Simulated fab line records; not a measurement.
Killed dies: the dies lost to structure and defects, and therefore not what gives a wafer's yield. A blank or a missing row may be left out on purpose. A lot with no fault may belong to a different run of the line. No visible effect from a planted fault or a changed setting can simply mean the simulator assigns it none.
fab line records | flow n5Finfet
[record] lots = 7 wafers = 21
route steps=1938 shown BEOL_M1@783 BEOL_M2@847 BEOL_M3@980 BEOL_M5@1130
startH: hours from the record's opening day to when the first of the lot's shown wafers began | waitH: hours since the lot's step before | " the same as in the row above | L1.1+2: a single row standing in for several wafers | - value missing, or start not given | * or withheld: withheld | < > ~ a bound
route shown NAME@n: NAME is a module with steps in the file, n the number in the route of the first one | usual: average and standard deviation across the fault-free wafers | same: alike in all rows | chamber/n: place in a boat | sites: the reading at each site | _std_site: standard deviation of those values | _edge_site: inner sites' mean taken away from outer sites' mean | radiusMm: for every site, how far away it sits from the centre of the wafer | mask NAME#n: copy n | behind: tool/chamber where the wafer was last shaped | hold: why the lot went on hold/how many hours it stayed there/how the hold came to an end | device: the n, p or np transistor that did not switch | end of line: at the end of the route, the tests of the same wafers | for a step that has no rows: nothing shown but its recipe | killed: the dies lost at the first sort to structure and to defects; this is not the yield of the wafer | map: dies across one wafer; x = killed, . = not, _ = none there
set.NAME: setting as actually run; set.NAME@STEP: the setting as run at that earlier step | model.NAME: the simulator's own value behind a step, which no gauge read
lots with deliberately changed settings; one table per step, one row per wafer
[[steps]]
[step N5_BEOL_M1_EXPOSE_25]
[recipe] maskId = V0 na = 0.33 sourceShape = quasar sigmaInner = 0.2 sigmaOuter = 0.8 polarization = unpolarized defocusNm = 5 targetCdNm = 24 doseMj = 63
// columns lot.wafer tool chamber startH waitH mask set.doseMj
L078.1+4+6 euvScanner-01 0 150.23 - V0#0 63
L083.1+2+4 euvScanner-02 0 174.32 - V0#0 63
L090.1 euvScanner-01 0 219.19 - V0#0 63
L090.2+5 " 0 " " V0#0 60.64
L089.3+4+6 euvScanner-01 0 219.86 - V0#0 63
L092.2+6 euvScanner-02 0 230.67 - V0#0 63
L092.5 " 0 " " V0#0 61.41
L096.3+4 euvScanner-02 0 252.61 - V0#0 61.71
L096.6 " 0 " " V0#0 63
L097.2+3 euvScanner-01 0 260.35 - V0#0 63
L097.4 " 0 " " V0#0 66.56
[step N5_BEOL_M1_PEB_26]
[recipe] pebTempC = 100 pebTimeS = 60 resist = CAR-EUV
[step N5_BEOL_M1_DEVELOP_27]
[recipe] developTimeS = 30 developer = TMAH resist = CAR-EUV rinseLiquid = surfactantRinse dry = airSpin devTempC = 23
[step N5_BEOL_M1_CD_MEAS_28]
[recipe] landingEnergyEv = 500 detector = seInlens targetCdYNm = 23.3
[usual] cdNm = 24.02/0.21
// columns lot.wafer tool chamber startH waitH set.doseMj@BEOL_M1_EXPOSE_25 cdNm
L078.1 cdSem-01 0 150.38 - 63 23.97
L078.4 " 0 " " 63 24.25
L078.6 " 0 " " 63 24.27
L083.1 cdSem-01 0 174.46 - 63 24.30
L083.2 " 0 " " 63 23.85
L083.4 " 0 " " 63 23.95
L090.1 cdSem-03 0 219.34 - 63 24.03
L090.2 " 0 " " 60.64 22.93
L090.5 " 0 " " 60.64 23.30
L089.3 cdSem-03 0 219.99 - 63 23.85
L089.4 " 0 " " 63 24.06
L089.6 " 0 " " 63 23.92
L092.2 cdSem-01 0 230.81 - 63 23.88
L092.5 " 0 " " 61.41 23.50
L092.6 " 0 " " 63 24.19
L096.3 cdSem-03 0 252.74 - 61.71 23.17
L096.4 " 0 " " 61.71 23.15
L096.6 " 0 " " 63 23.67
L097.2 cdSem-01 0 260.49 - 63 23.81
L097.3 " 0 " " 63 24.32
L097.4 " 0 " " 66.56 25.13
[step N5_BEOL_M1_ALD_98]
[recipe] material = SiO2 targetThkA = 25 tempC = 100 aldPrecursorFamily = BDEAS aldCoReactant = O2-plasma pulseTimeS = 1 coReactantPulseTimeS = 1 purgeTimeS = 2 coReactantPurgeTimeS = 2 aldCycles = 17 pressureTorr = 2
// columns lot.wafer tool chamber startH waitH set.aldCycles
L078.1+4+6 aldSin-01 1,3,3 150.64 0.1 17
L083.1+2+4 aldSin-03 2,3,0 174.93 0.3 17
L090.1+5 aldSin-01 3 219.59 0.1 17
L090.2 " 1 " " 18
L089.3+4 aldSin-03 1,3 220.24 0.1 18
L089.6 " 2 " " 17
L092.2+5+6 aldSin-02 2,2,3 231.07 0.1 17
L096.3+4+6 aldSin-02 1,3,2 253.00 0.1 17
L097.2+4 aldSin-03 1,3 260.74 0.1 16
L097.3 " 2 " " 17
[step N5_BEOL_M1_ETCHBACK_99]
[recipe] chemistry = CHF3 target = SiO2 targetDepthA = 50 timeS = 10.4 sourceW = 215 biasW = 47 Ar_flow_sccm = 200 CHF3_flow_sccm = 12 ionEnergyEv = 100 pressureMtorr = 30
[step N5_BEOL_M1_ETCH_70]
[recipe] chemistry = N2/H2 target = SOC targetDepthA = 800 overetchA = 160 maskMaterial = SiARC tempC = 40 timeS = 120 ionEnergyEv = 200 pressureMtorr = 30 sourceW = 840 biasW = 150 n2FlowSccm = 200 h2FlowSccm = 200
[step N5_BEOL_M1_STRIP_71]
[recipe] chemistry = N2/H2 tempC = 40 n2FlowSccm = 200 h2FlowSccm = 200 rfFrequencyHz = 6e+07
[step N5_BEOL_M1_STRIP_78]
[recipe] chemistry = N2/H2 tempC = 40 n2FlowSccm = 200 h2FlowSccm = 200 rfFrequencyHz = 6e+07
[step N5_BEOL_M1_VIA_ETCH_34]
[recipe] chemistry = C4F6/O2 targetDepthA = 678 maskMaterial = SOC pressureMtorr = 15 ionEnergyEv = 250 taperDeg = 4 timeS = 64.4 sourceW = 350 biasW = 170 Ar_flow_sccm = 300 C4F6_flow_sccm = 10 O2_flow_sccm = 10
// columns lot.wafer tool chamber startH waitH set.doseMj@BEOL_M1_EXPOSE_25 model.BEOL_M1.cdNm
L078.1 rieDiel-01 1 151.92 0.0 63 17.6
L078.4+6 " 1,2 " " 63 18
L083.1+2 rieDiel-04 2,3 190.31 0.0 63 18.4
L083.4 " 1 " " 63 18.2
L089.3 rieDiel-01 1 224.54 0.0 63 18
L089.4 " 3 " " 63 18.2
L089.6 " 2 " " 63 17.8
L090.1 rieDiel-01 1 225.94 0.0 63 18.4
L090.2 " 3 " " 60.64 17.4
L090.5 " 1 " " 60.64 17.6
L092.2 rieDiel-04 2 234.17 0.0 63 18.2
L092.5 " 3 " " 61.41 17.4
L092.6 " 0 " " 63 17.6
L096.3 rieDiel-01 2 261.10 0.0 61.71 17.4
L096.4 " 3 " " 61.71 17.8
L096.6 " 3 " " 63 18
L097.2 rieDiel-01 3 261.59 0.0 63 18
L097.3 " 1 " " 63 18.2
L097.4 " 0 " " 66.56 19.2
[step N5_BEOL_M2_COAT_73]
[recipe] resist = underlayer tempC = 205 timeS = 60 spinRpm = 1500 resistThkNm = 5
// columns lot.wafer tool chamber startH waitH set.spinRpm
L078.1+4+6 lithoTrack-01 0 - - 1500
L083.1+2+4 lithoTrack-05 0 - - 1500
L089.3 lithoTrack-05 0 - - 1428
L089.4+6 " 0 " " 1500
L090.1+2 lithoTrack-01 0 - - 1405
L090.5 " 0 " " 1500
L092.2+5+6 lithoTrack-01 0 - - 1500
L096.3+6 lithoTrack-05 0 - - 1500
L096.4 " 0 " " 1441
L097.2+3 lithoTrack-05 0 - - 1440
L097.4 " 0 " " 1500
[step N5_BEOL_M2_DESCUM_16]
[recipe] chemistry = O2 timeS = 7 sourcePowerW = 50 biasPowerW = 20 pressureMtorr = 20 rfFrequencyHz = 2.712e+07 tempC = 40 resist = CAR-EUV o2FlowSccm = 225
// columns lot.wafer tool chamber startH waitH set.timeS model.CAR-EUV_of_BEOL_M2_COAT_05.thkNm
L078.1+4+6 rieDiel-06 3,0,2 157.27 0.0 7 26
L083.1 rieDiel-03 1 196.97 0.0 7 26
L083.2 " 3 " " 6.135 26.6
L083.4 " 0 " " 6.135 26.4
L089.3+4 rieDiel-03 2,3 230.40 0.1 7 26
L089.6 " 1 " " 8.346 25.2
L090.1+2+5 rieDiel-02 1,3,0 234.81 0.1 5.501 26.8
L092.2 rieDiel-06 0 241.52 0.0 6.377 26.6
L092.5 " 2 " " 7 26
L092.6 " 1 " " 6.377 26.4
L096.3 rieDiel-06 2 266.83 0.0 5.562 26.8
L096.4 " 0 " " 7 26
L096.6 " 1 " " 5.562 26.6
L097.2+3+4 rieDiel-03 0,1,2 268.07 0.0 7 26
[step N5_BEOL_M2_ETCH_74]
[recipe] chemistry = N2/H2 target = underlayer targetDepthA = 65 maskMaterial = CAR-EUV timeS = 5.2 ionEnergyEv = 200 pressureMtorr = 30 sourceW = 840 biasW = 150 n2FlowSccm = 200 h2FlowSccm = 200 ends = cleared
// columns lot.wafer tool chamber startH waitH set.spinRpm@BEOL_M2_COAT_73 model.etch.depthNm
L078.1 rieDiel-06 3 157.30 0.0 1500 5.012
L078.4 " 0 " " 1500 5.001
L078.6 " 2 " " 1500 5.017
L083.1+2 rieDiel-03 1,3 197.00 0.0 1500 5.002
L083.4 " 0 " " 1500 5.011
L089.3 rieDiel-03 2 230.43 0.0 1428 5.119
L089.4 " 3 " " 1500 4.988
L089.6 " 1 " " 1500 4.994
L090.1 rieDiel-02 1 234.84 0.0 1405 5.169
L090.2 " 3 " " 1405 5.152
L090.5 " 0 " " 1500 5.02
L092.2 rieDiel-06 0 241.56 0.0 1500 4.994
L092.5 " 2 " " 1500 4.988
L092.6 " 1 " " 1500 4.985
L096.3 rieDiel-06 2 266.86 0.0 1500 4.99
L096.4 " 0 " " 1441 5.11
L096.6 " 1 " " 1500 5.01
L097.2 rieDiel-03 0 268.10 0.0 1440 5.094
L097.3 " 1 " " 1440 5.102
L097.4 " 2 " " 1500 4.991
[step N5_BEOL_M3_TRENCH_ETCH_37]
[recipe] chemistry = C4F6/O2 targetDepthA = 555.55 target = SiOC timeS = 29.2 ionEnergyEv = 250 pressureMtorr = 30 sourceW = 355 biasW = 185 Ar_flow_sccm = 300 C4F6_flow_sccm = 10 O2_flow_sccm = 10
// columns lot.wafer tool chamber startH waitH set.timeS model.BEOL_M3.featureDepthNm model.etch.depthNm
L078.1+4 rieDiel-04 0,1 - - 29.2 55.2 55.17
L078.6 " 0 " " 29.2 55.2 55.11
L083.1 rieDiel-01 2 - - 31.99 60.8 60.87
L083.2 " 1 " " 29.2 57 57.05
L083.4 " 0 " " 29.2 54.8 54.88
L089.3 rieDiel-04 1 - - 29.2 54.8 54.73
L089.4 " 3 " " 29.2 57.2 57.19
L089.6 " 1 " " 29.2 54.2 54.26
L090.1 rieDiel-01 3 - - 26.35 52.6 52.57
L090.2 " 1 " " 26.35 51.4 51.34
L090.5 " 0 " " 29.2 54.8 54.89
L092.2 rieDiel-04 1 - - 35.13 65.4 65.49
L092.5 " 1 " " 35.13 66.2 66.21
L092.6 " 2 " " 35.13 67 67.07
L096.3 rieDiel-01 3 - - 26.14 52.2 52.17
L096.4 " 2 " " 26.14 49.6 49.61
L096.6 " 0 " " 29.2 55.4 55.47
L097.2 rieDiel-01 0 - - 29.2 55.2 55.28
L097.3 " 1 " " 23.3 45.6 45.55
L097.4 " 2 " " 29.2 55.4 55.43
[step N5_BEOL_M3_ETCH_41]
[recipe] chemistry = CH3F/O2 target = SiCN targetDepthA = 299 taperDeg = 2 timeS = 52.5 ionEnergyEv = 120 maskMaterial = TiN pressureMtorr = 30 sourceW = 395 biasW = 75 Ar_flow_sccm = 150 CH3F_flow_sccm = 30 O2_flow_sccm = 20
// columns lot.wafer tool chamber startH waitH set.targetDepthA
L078.1+4+6 rieDiel-04 0,1,0 - - 299
L083.1+2+4 rieDiel-01 2,1,0 - - 299
L089.3+4+6 rieDiel-04 1,3,1 - - 299
L090.1 rieDiel-01 3 - - 266.2
L090.2+5 " 1,0 " " 299
L092.2+6 rieDiel-04 1,2 - - 265.6
L092.5 " 1 " " 299
L096.3+4+6 rieDiel-01 3,2,0 - - 299
L097.2 rieDiel-01 0 - - 299
L097.3+4 " 1,2 " " 279
[step N5_BEOL_M3_STRIP_97]
[recipe] chemistry = N2/H2 timeS = 10 powerW = 450 tempC = 40 pressureMtorr = 20 rfFrequencyHz = 6e+07 biasPowerW = 7 n2FlowSccm = 200 h2FlowSccm = 200
[step N5_BEOL_M3_OCD_MEAS_38]
[usual] trenchDepthNm = 55.8/1.2
// columns lot.wafer tool chamber startH waitH set.timeS@BEOL_M3_TRENCH_ETCH_37 trenchDepthNm
L078.1 ocd-02 - 187.38 - 29.2 55.3
L078.4 " - " " 29.2 54.9
L078.6 " - " " 29.2 55.5
L083.1 ocd-01 - 216.81 - 31.99 61.3
L083.2 " - " " 29.2 56.6
L083.4 " - " " 29.2 54.8
L089.3 ocd-02 - 255.47 - 29.2 54.6
L089.4 " - " " 29.2 57.4
L089.6 " - " " 29.2 54.2
L090.1 ocd-02 - 260.95 - 26.35 52.0
L090.2 " - " " 26.35 51.8
L090.5 " - " " 29.2 54.9
L092.2 ocd-01 - 261.71 - 35.13 65.1
L092.5 " - " " 35.13 66.4
L092.6 " - " " 35.13 66.7
L096.3 ocd-01 - 288.60 - 26.14 52.2
L096.4 " - " " 26.14 49.7
L096.6 " - " " 29.2 55.3
L097.2 ocd-01 - 296.37 - 29.2 54.9
L097.3 " - " " 23.3 45.7
L097.4 " - " " 29.2 55.3
[step N5_BEOL_M5_ETCH_72]
[recipe] chemistry = N2/H2 target = underlayer targetDepthA = 65 maskMaterial = CAR-EUV timeS = 5.2 ionEnergyEv = 200 pressureMtorr = 30 sourceW = 840 biasW = 150 n2FlowSccm = 200 h2FlowSccm = 200 ends = cleared
[usual] rfVppV = 524.1/2.4
// columns lot.wafer tool chamber startH waitH set.sourceW rfVppV
L078.1 rieDiel-05 3 204.40 0.0 840 526.5
L078.4 " 0 " " 840 526.8
L078.6 " 2 " " 840 524.7
L083.1 rieDiel-01 0 235.19 0.0 712.7 555.3
L083.2 " 1 " " 712.7 553.8
L083.4 " 3 " " 712.7 553.6
L089.3 rieDiel-04 1 280.62 0.0 880.2 516.4
L089.4 " 0 " " 840 528.2
L089.6 " 3 " " 880.2 517.3
L090.1 rieDiel-05 3 280.96 0.0 779.6 537.1
L090.2 " 2 " " 840 524.9
L090.5 " 1 " " 779.6 534.5
L092.2 rieDiel-05 0 283.86 0.0 840 527.6
L092.5 " 0 " " 916.5 511.7
L092.6 " 3 " " 916.5 508.7
L096.3 rieDiel-05 2 310.04 0.0 840 523.5
L096.4 " 2 " " 881.8 515.5
L096.6 " 1 " " 840 521.4
L097.2 rieDiel-04 3 313.31 0.0 840 527.0
L097.3 " 1 " " 840 525.9
L097.4 " 2 " " 840 523.4
[step N5_BEOL_M5_COAT_66]
[recipe] resist = SiARC tempC = 220 timeS = 60 spinRpm = 1500 resistThkNm = 12
// columns lot.wafer tool chamber startH waitH set.spinRpm model.SiARC_of_BEOL_M5_COAT_66.thkNm
L078.1+4+6 lithoTrack-04 0 - - 1500 12
L083.1+2+4 lithoTrack-04 0 - - 1500 12
L090.1+2 lithoTrack-03 0 - - 1500 12
L090.5 " 0 " " 1366 12.6
L089.3+4 lithoTrack-04 0 - - 1587 11.6
L089.6 " 0 " " 1500 12
L092.2 lithoTrack-04 0 - - 1605 11.6
L092.5 " 0 " " 1500 12
L092.6 " 0 " " 1605 11.4
L096.3 lithoTrack-01 0 - - 1500 12
L096.4 " 0 " " 1664 11.2
L096.6 " 0 " " 1664 11.4
L097.2 lithoTrack-01 0 - - 1500 12
L097.3+4 " 0 " " 1432 12.4
[step N5_BEOL_M5_COAT_74]
[recipe] resist = underlayer tempC = 205 timeS = 60 spinRpm = 1500 resistThkNm = 5
[step N5_BEOL_M5_COAT_22]
[recipe] resist = CAR-EUV spinRpm = 1500 resistThkNm = 30
[step N5_BEOL_M5_DESCUM_33]
[recipe] chemistry = O2 timeS = 7 sourcePowerW = 50 biasPowerW = 20 pressureMtorr = 20 rfFrequencyHz = 2.712e+07 tempC = 40 resist = CAR-EUV o2FlowSccm = 225
[step N5_BEOL_M5_ETCH_75]
[recipe] chemistry = N2/H2 target = underlayer targetDepthA = 65 maskMaterial = CAR-EUV timeS = 5.2 ionEnergyEv = 200 pressureMtorr = 30 sourceW = 840 biasW = 150 n2FlowSccm = 200 h2FlowSccm = 200 ends = cleared
[step N5_BEOL_M5_ETCH_67]
[recipe] chemistry = CF4 target = SiARC targetDepthA = 156 maskMaterial = CAR-EUV timeS = 26 ionEnergyEv = 80 pressureMtorr = 40 sourceW = 545 biasW = 36 Ar_flow_sccm = 100 cf4FlowSccm = 100 ends = cleared
// columns lot.wafer tool chamber startH waitH set.spinRpm@BEOL_M5_COAT_66 model.etch.depthNm model.CAR-EUV_of_BEOL_M5_COAT_22.thkNm
L078.1 rieDiel-05 2 205.73 0.0 1500 11.96 11.2
L078.4 " 3 " " 1500 12 11
L078.6 " 3 " " 1500 11.98 11
L083.1 rieDiel-05 2 238.62 0.0 1500 11.97 11
L083.2 " 3 " " 1500 11.94 11
L083.4 " 1 " " 1500 11.99 11
L090.1 rieDiel-01 2 282.64 0.0 1500 11.95 11.2
L090.2 " 3 " " 1500 11.93 11.2
L090.5 " 1 " " 1366 12.51 10.8
L089.3 rieDiel-05 3 282.96 0.0 1587 11.63 11.2
L089.4 " 0 " " 1587 11.64 11.4
L089.6 " 0 " " 1500 11.96 11.2
L092.2 rieDiel-01 0 288.62 0.0 1605 11.53 11.6
L092.5 " 2 " " 1500 11.91 11.4
L092.6 " 0 " " 1605 11.5 11.6
L096.3 rieDiel-04 1 311.90 0.0 1500 11.97 11
L096.4 " 3 " " 1664 11.29 11.6
L096.6 " 0 " " 1664 11.37 11.6
L097.2 rieDiel-01 2 316.23 0.0 1500 12.04 11
L097.3 " 0 " " 1432 12.31 11
L097.4 " 3 " " 1432 12.31 10.8
[[key]]
[split] step = N5_BEOL_M1_EXPOSE_25 setting = doseMj stated = 63 by = wafer
[response] step = N5_BEOL_M1_CD_MEAS_28 reading = cdNm change = +0.209 per = 1% r = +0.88
[response] step = N5_BEOL_M1_VIA_ETCH_34 reading = model.BEOL_M1.cdNm change = +0.206 per = 1% r = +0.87
[split] step = N5_BEOL_M1_ALD_98 setting = aldCycles stated = 17 by = wafer
response none clear
[split] step = N5_BEOL_M2_COAT_73 setting = spinRpm stated = 1500 by = wafer
[response] step = N5_BEOL_M2_ETCH_74 reading = model.etch.depthNm change = -0.0249 per = 1% r = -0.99
[split] step = N5_BEOL_M2_DESCUM_16 setting = timeS stated = 7 by = wafer
[response] step = N5_BEOL_M2_DESCUM_16 reading = model.CAR-EUV_of_BEOL_M2_COAT_05.thkNm change = -0.0395 per = 1% r = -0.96
[split] step = N5_BEOL_M3_TRENCH_ETCH_37 setting = timeS stated = 29.2 by = wafer
[response] step = N5_BEOL_M3_TRENCH_ETCH_37 reading = model.BEOL_M3.featureDepthNm change = +0.45 per = 1% r = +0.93
[response] step = N5_BEOL_M3_TRENCH_ETCH_37 reading = model.etch.depthNm change = +0.457 per = 1% r = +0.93
[response] step = N5_BEOL_M3_OCD_MEAS_38 reading = trenchDepthNm change = +0.452 per = 1% r = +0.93
[split] step = N5_BEOL_M3_ETCH_41 setting = targetDepthA stated = 299 by = wafer
response none clear
[split] step = N5_BEOL_M5_ETCH_72 setting = sourceW stated = 840 by = wafer
[response] step = N5_BEOL_M5_ETCH_72 reading = rfVppV change = -1.79 per = 1% r = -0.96
[split] step = N5_BEOL_M5_COAT_66 setting = spinRpm stated = 1500 by = wafer
[response] step = N5_BEOL_M5_COAT_66 reading = model.SiARC_of_BEOL_M5_COAT_66.thkNm change = -0.0682 per = 1% r = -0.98
[response] step = N5_BEOL_M5_ETCH_67 reading = model.etch.depthNm change = -0.0596 per = 1% r = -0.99
[response] step = N5_BEOL_M5_ETCH_67 reading = model.CAR-EUV_of_BEOL_M5_COAT_22.thkNm change = +0.0415 per = 1% r = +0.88
